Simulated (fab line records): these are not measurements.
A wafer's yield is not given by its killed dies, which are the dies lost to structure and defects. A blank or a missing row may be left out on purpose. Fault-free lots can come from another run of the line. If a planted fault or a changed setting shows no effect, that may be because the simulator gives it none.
fab line records | flow n5Finfet | part 2 of 2: steps 20 to 31 of 31
record lots=5 wafers=15 lastDay=16
route steps=1938 shown BEOL_M11@1564
lots that met no fault: taken from a fault-free run of the same line
startH: start of the lot's first displayed wafer, in hours after the record's first day | waitH: hours since the lot's step before | " identical to the entry in the row above | L1.1+2: a single row standing in for several wafers | - value missing, or start not given | * or withheld: withheld | < > ~ a bound
route shown NAME@n: names a module that has steps shown in the file, with the first one's number in the route | usual: mean and standard deviation over wafers with no fault | same: alike in all rows | chamber/n: place in a boat | sites: per-site readings | _std_site: the standard deviation of these | _edge_site: inner sites' mean taken away from outer sites' mean | radiusMm: how far each site lies from the wafer's centre | mask NAME#n: copy n | behind: the last tool/chamber to shape the wafer | hold: what put the lot on hold/how long, in hours/how the hold closed | device: which transistor (n, p or np) failed to switch | end of line: the same wafers' tests at the end of the route | for a step that has no rows: nothing shown but its recipe | killed: not the wafer's yield, but the dies lost to structure and defects at the first sort | map: a wafer's dies, marking killed ones x, the rest . and places with no die _
set.NAME: the run value of the setting; set.NAME@STEP: its run value at that earlier step | model.NAME: the simulator's own value behind a step, which no gauge read
a table for each step, a row for each wafer; lots at some steps of the route
services: the hour from which a tool's chamber was out of use, counted from the record's first day as startH (under 0 if before that day), plus the number of hours and why
## steps
# step N5_BEOL_M11_SRD_40
# recipe timeS=30 tempC=23 rinseLiquid=diw dry=ipaMarangoni
# columns lot.wafer tool chamber startH waitH
L074.2+5+6 wetBench-06 2,5,3 223.88 0.0
L081.3+4+5 wetBench-01 0,7,6 294.08 0.0
L084.3+4+6 wetBench-04 0,1,3 301.49 0.0
L087.1+3+5 wetBench-04 7,6,5 320.23 0.0
L091.1+2+5 wetBench-04 6,4,1 344.42 0.0
# step N5_BEOL_M11_PRECLEAN_42
# recipe chemistry=residueRemover timeS=60 tempC=40
# columns lot.wafer tool chamber startH waitH
L074.2+5+6 wetBench-06 2,5,3 223.90 0.0
L081.3+4+5 wetBench-01 0,7,6 294.10 0.0
L084.3+4+6 wetBench-04 0,1,3 301.53 0.0
L087.1+3+5 wetBench-04 7,6,5 320.24 0.0
L091.1+2+5 wetBench-04 6,4,1 344.43 0.0
# step N5_BEOL_M11_SRD_43
# recipe timeS=30 tempC=23 rinseLiquid=diw dry=ipaMarangoni
# columns lot.wafer tool chamber startH waitH
L074.2+5+6 wetBench-06 2,5,3 223.91 0.0
L081.3+4+5 wetBench-01 0,7,6 294.11 0.0
L084.3+4+6 wetBench-04 0,1,3 301.56 0.0
L087.1+3+5 wetBench-04 7,6,5 320.26 0.0
L091.1+2+5 wetBench-04 6,4,1 344.45 0.0
# step N5_BEOL_M11_CD_MEAS_35
# recipe targetCdNm=70 polarity=opening
# usual cdNm=70.1/0.77
# columns lot.wafer tool chamber startH waitH cdNm
L074.2 cdSem-02 - 223.96 0.0 70.7
L074.5 " - " " 70.1
L074.6 " - " " 70.7
L081.3 cdSem-03 - 294.16 0.0 70.4
L081.4 " - " " 68.9
L081.5 " - " " 69.7
L084.3 cdSem-02 - 301.62 0.0 70.7
L084.4 " - " " 69.5
L084.6 " - " " 69.9
L087.1 cdSem-03 - 320.30 0.0 69.4
L087.3 " - " " 69.5
L087.5 " - " " 69.6
L091.1 cdSem-03 - 344.49 0.0 68.7
L091.2 " - " " 69.1
L091.5 " - " " 69.8
# step N5_BEOL_M11_CURE_72
# recipe tempC=370 timeS=120 ambient=DMADMS/He material=SiCOH_lowk
# usual lampPowerPct=52.32/0.053 wafer_temp_C_max=371.7/0.78
# columns lot.wafer tool chamber startH waitH lampPowerPct wafer_temp_C_max
L074.2 uvCure-02 1 224.05 0.1 52.28 373.9
L074.5 " 1 " " 52.32 372.9
L074.6 " 1 " " 52.36 373.8
L081.3 uvCure-02 1 294.29 0.1 52.33 372.9
L081.4 " 1 " " 52.33 372.9
L081.5 " 1 " " 52.31 373.0
L084.3 uvCure-03 1 301.76 0.1 52.32 371.1
L084.4 " 1 " " 52.29 370.6
L084.6 " 1 " " 52.35 370.8
L087.1 uvCure-03 2 320.34 0.0 52.31 372.0
L087.3 " 2 " " 52.32 371.1
L087.5 " 2 " " 52.29 371.0
L091.1 uvCure-03 2 344.74 0.2 52.22 371.8
L091.2 " 2 " " 52.33 371.3
L091.5 " 2 " " 52.35 372.0
# step N5_BEOL_M11_DEGAS_44
# recipe ambient=vacuum tempC=250 timeS=60
# usual heaterPowerW=331/25
# columns lot.wafer tool chamber startH waitH heaterPowerW
L074.2 pvdSputter-02 - 224.40 0.3 328
L074.5 " - " " 316
L074.6 " - " " 334
L081.3 pvdSputter-01 - 294.59 0.3 305
L081.4 " - " " 330
L081.5 " - " " 312
L084.3 pvdSputter-03 - 302.24 0.4 377
L084.4 " - " " 312
L084.6 " - " " 324
L087.1 pvdSputter-02 - 320.67 0.3 316
L087.3 " - " " 322
L087.5 " - " " 328
L091.1 pvdSputter-02 - 345.16 0.4 322
L091.2 " - " " 314
L091.5 " - " " 311
# step N5_BEOL_M11_PRE_CLEAN_45
# recipe gas=H2/He timeS=30 tempC=250
# usual heaterPowerW=331/24
# columns lot.wafer tool chamber startH waitH heaterPowerW
L074.2 pvdSputter-02 - 224.44 0.0 334
L074.5 " - " " 319
L074.6 " - " " 333
L081.3 pvdSputter-01 - 294.63 0.0 311
L081.4 " - " " 331
L081.5 " - " " 316
L084.3 pvdSputter-03 - 302.28 0.0 384
L084.4 " - " " 303
L084.6 " - " " 335
L087.1 pvdSputter-02 - 320.71 0.0 318
L087.3 " - " " 324
L087.5 " - " " 343
L091.1 pvdSputter-02 - 345.20 0.0 319
L091.2 " - " " 318
L091.5 " - " " 316
# step N5_BEOL_M11_ALD_74
# recipe material=TaN targetThkA=20 tempC=275 aldPrecursorFamily=PDMAT aldCoReactant=NH3 pressureTorr=3 carrierFlowSccm=1500 pulseTimeS=2 purgeTimeS=3 coReactantPurgeTimeS=2 coReactantPulseTimeS=3 aldCycles=40 precursorVesselTempC=75 precursorVesselPressureTorr=26.25 precursorVesselCarrierSccm=1000
# usual heaterPowerW=428/37
# columns lot.wafer tool chamber startH waitH heaterPowerW
L074.2 aldMetal-02 2 224.50 0.0 328
L074.5 " 3 " " 439
L074.6 " 2 " " 327
L081.3 aldMetal-02 3 294.70 0.0 428
L081.4 " 1 " " 365
L081.5 " 3 " " 434
L084.3 aldMetal-01 2 302.36 0.1 454
L084.4 " 2 " " 437
L084.6 " 0 " " 445
L087.1 aldMetal-03 1 320.77 0.0 464
L087.3 " 0 " " 372
L087.5 " 3 " " 382
L091.1 aldMetal-01 3 345.28 0.1 503
L091.2 " 1 " " 424
L091.5 " 1 " " 426
# step N5_BEOL_M11_SURFACE_TREAT_76
# recipe gas=Ar timeS=* ionEnergyEv=* ionCurrentMaCm2=0.5 pressureMtorr=* arFlowSccm=30
# usual throttleValvePct=*
# columns lot.wafer tool chamber startH waitH throttleValvePct
L074.2 pvdSputter-03 - 225.28 0.7 *
L074.5 " - " " *
L074.6 " - " " *
L081.3 pvdSputter-01 - 295.05 0.2 *
L081.4 " - " " *
L081.5 " - " " *
L084.3 pvdSputter-01 - 302.79 0.3 *
L084.4 " - " " *
L084.6 " - " " *
L087.1 pvdSputter-02 - 321.05 0.2 *
L087.3 " - " " *
L087.5 " - " " *
L091.1 pvdSputter-03 - 345.60 0.2 *
L091.2 " - " " *
L091.5 " - " " *
# step N5_BEOL_M11_CVD_75
# recipe material=Co targetThkA=20 tempC=withheld precursor=CCTBA/H2 pressureTorr=30 timeS=138.9
# columns lot.wafer tool chamber startH waitH
L074.2+5+6 cvdCo-01 0,2,0 225.57 0.3
L081.3+4+5 cvdCo-02 2,0,1 295.12 0.0
L084.3+4+6 cvdCo-02 2,1,2 302.91 0.1
L087.1+3+5 cvdCo-01 2,0,2 321.13 0.1
L091.1+2+5 cvdCo-02 2,0,1 345.67 0.0
# step N5_BEOL_M11_SPUTTER_48
# recipe material=Cu targetThkA=120 tempC=-20 biasV=60 powerW=26000 chamberPressurePa=0.13 timeS=2
# usual biasV=60.0/0.57 throttleValvePct=29.8/0.89
# columns lot.wafer tool chamber startH waitH biasV throttleValvePct
L074.2 pvdSputter-01 - 226.21 0.6 60.1 30.1
L074.5 " - " " 60.3 28.9
L074.6 " - " " 60.2 29.1
L081.3 pvdSputter-01 - 295.29 0.1 60.1 30.5
L081.4 " - " " 60.6 29.1
L081.5 " - " " 60.5 29.1
L084.3 pvdSputter-02 - 303.03 0.1 59.7 29.0
L084.4 " - " " 60.9 30.2
L084.6 " - " " 59.8 28.9
L087.1 pvdSputter-01 - 321.33 0.2 59.8 30.3
L087.3 " - " " 61.2 29.1
L087.5 " - " " 60.5 29.2
L091.1 pvdSputter-02 - 345.80 0.1 60.4 29.1
L091.2 " - " " 59.8 31.4
L091.5 " - " " 60.7 31.5
# step N5_BEOL_M11_ECD_50
# recipe material=Cu targetThkA=3180
# columns lot.wafer tool chamber startH waitH
L074.2+5+6 ecdCu-01 1,0,1 226.33 0.1
L081.3+4+5 ecdCu-01 0,1,0 295.44 0.1
L084.3+4+6 ecdCu-01 0,1,0 303.18 0.1
L087.1+3+5 ecdCu-01 0 321.44 0.1
L091.1+2+5 ecdCu-02 0,1,0 345.91 0.1
## services
# columns tool chamber startH hours kind
arfiScanner-03 - 208.35 0.8 pm
aldMetal-02 2 208.62 5.0 repair
wetBench-01 - 214.47 0.9 repair
uvCure-03 - 224.65 0.2 repair
arfiScanner-01 - 227.68 1.6 repair
arfiScanner-02 - 229.45 1.0 pm
uvCure-02 - 230.55 2.1 pm
ecdCu-01 - 234.63 0.4 repair
arfiScanner-02 - 237.33 1.3 pm
wetBench-01 - 240.48 1.9 pm
arfiScanner-02 - 262.52 1.0 pm
aldMetal-02 - 264.15 0.7 repair
arfiScanner-02 - 275.55 3.9 pm
aldMetal-02 1 283.70 4.5 repair
cvdCo-01 0 289.13 11.4 repair
rieDiel-03 1 298.81 7.3 repair
aldMetal-01 3 300.01 5.0 repair
cvdCo-02 0 302.69 25.2 repair
arfiScanner-02 - 312.24 0.6 repair
ecdCu-01 - 314.82 4.4 pm
arfiScanner-02 - 316.56 0.8 pm
rieDiel-02 1 322.00 2.0 repair
aldMetal-01 2 332.98 10.1 repair
aldMetal-02 - 337.25 14.0 pm
